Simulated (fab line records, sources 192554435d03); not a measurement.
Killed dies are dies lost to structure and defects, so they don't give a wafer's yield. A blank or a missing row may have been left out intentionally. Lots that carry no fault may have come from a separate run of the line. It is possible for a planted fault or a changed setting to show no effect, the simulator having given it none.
Problem report in the 8D (eight disciplines) form, filled by code / flow n5 finfet / the parts of the form that need people (team, actions taken, sign-off) are left out

## 1. PROBLEM STATEMENT
killed_at_M4_up at N5_PASSIVATION_PROBE_49 reads a mean of 111 on 5 wafers of 2 lots; wafers without a fault read 13 with a standard deviation of 4.6. Measured from the usual mean, that is +21 standard deviations.
Earliest sighting: wafer L124.1 on prober-01 at day 15 15:47. At this step, 28 wafers from 10 lots have a number in the record. Rule for "out" (also "out of limits"): further than 4 standard deviations from the usual mean. All remaining wafers that have a number are taken as sound.

## 2. WHAT THIS IS AND IS NOT
question=which readings at this step | is=killed_at_M4_up, defect limited yield, killed dies, sort_bin_5_function | is not=killed_at_M0_to_M3, killed at contacts, killed at front end, killed at other, killed open, killed short, sort_bin_8_speed
question=which lots | is=L123, L124 | is not=L112, L113, L114, L126, L128, L129, L130, L134
question=which wafers of those lots | is=all that have a number | is not=-
question=read on which tools | is=prober-01 | is not=prober-02
question=when | is=from day 15 15:47 | is not=up to then (9 sound wafers); but 14 sound wafers of L126, L128, L129, L130, L134 came after

## 3. WHAT RULES OUT EACH SUSPECT
Counting: a tool stays on the suspect list if, at a process step up to the reading, it processed all lots that are out and no sound lot following the first of them.
- cvd co-01 at N5_BEOL_M9_CVD_78 (deposits Co from CCTBA/H2, target thk 2 nm, time 138.9 s): kept. It ran every lot that is out, first L124 (day 13 12:17), and no sound lot after that.
- pvd sputter-03 at N5_PASSIVATION_DEGAS_18 (time 60 s): ruled out as a lasting fault. Following L124 (day 15 10:16), the first lot on it that is out, the sound lots L126 were run on it.
- prober-01 at N5_PASSIVATION_PROBE_49: ruled out as a lasting fault. Following L124 (day 15 15:47), the first lot on it that is out, the sound lots L128, L134 were run on it.
After counting, what remains is cvd co-01 at N5_BEOL_M9_CVD_78.

## 4. THE CAUSE (what the simulator had put in)
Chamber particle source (cvd co-01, N5_BEOL_M9_CVD_78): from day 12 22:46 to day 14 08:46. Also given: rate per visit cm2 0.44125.
Counting left only this tool.

## 5. THE CHAIN OF EFFECTS, in route order
Each row: a reading whose mean over the struck wafers that have a number lies more than 3 standard deviations from the usual. Scope: only readings with a usual standard deviation given in the record; hours: median across lots of the time from each lot's start at the first step in this table that gives one to its start at this step; sigmas: change in usual standard deviations.
hours=0; step=N5_PASSIVATION_PROBE_49; reading=defect limited yield; usual=91.7 %; on struck wafers=84.3; change=-7.4; sigmas=-5.3
hours=0; step=N5_PASSIVATION_PROBE_49; reading=killed_at_M4_up; usual=13; on struck wafers=111; change=+98; sigmas=+21
hours=0; step=N5_PASSIVATION_PROBE_49; reading=killed dies; usual=98; on struck wafers=186; change=+88; sigmas=+5.5
hours=0; step=N5_PASSIVATION_PROBE_49; reading=sort_bin_5_function; usual=4.9 %; on struck wafers=10.5; change=+5.6; sigmas=+5.8
hours=0; step=N5_PASSIVATION_PROBE_49; reading=sort n pass; usual=1080; on struck wafers=994; change=-86; sigmas=-3.7
Here are the process steps it includes:
- N5_PASSIVATION_PROBE_49

## 6. WHAT WOULD HAVE CAUGHT IT SOONER
In this record the first reading out of limits was taken at day 15 15:47, 65 hours after the fault began at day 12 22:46.
Lots out: 2; all had begun N5_BEOL_M9_CVD_78 on cvd co-01 by day 15 15:47. None of them would have been spared by holding the tool at that moment.
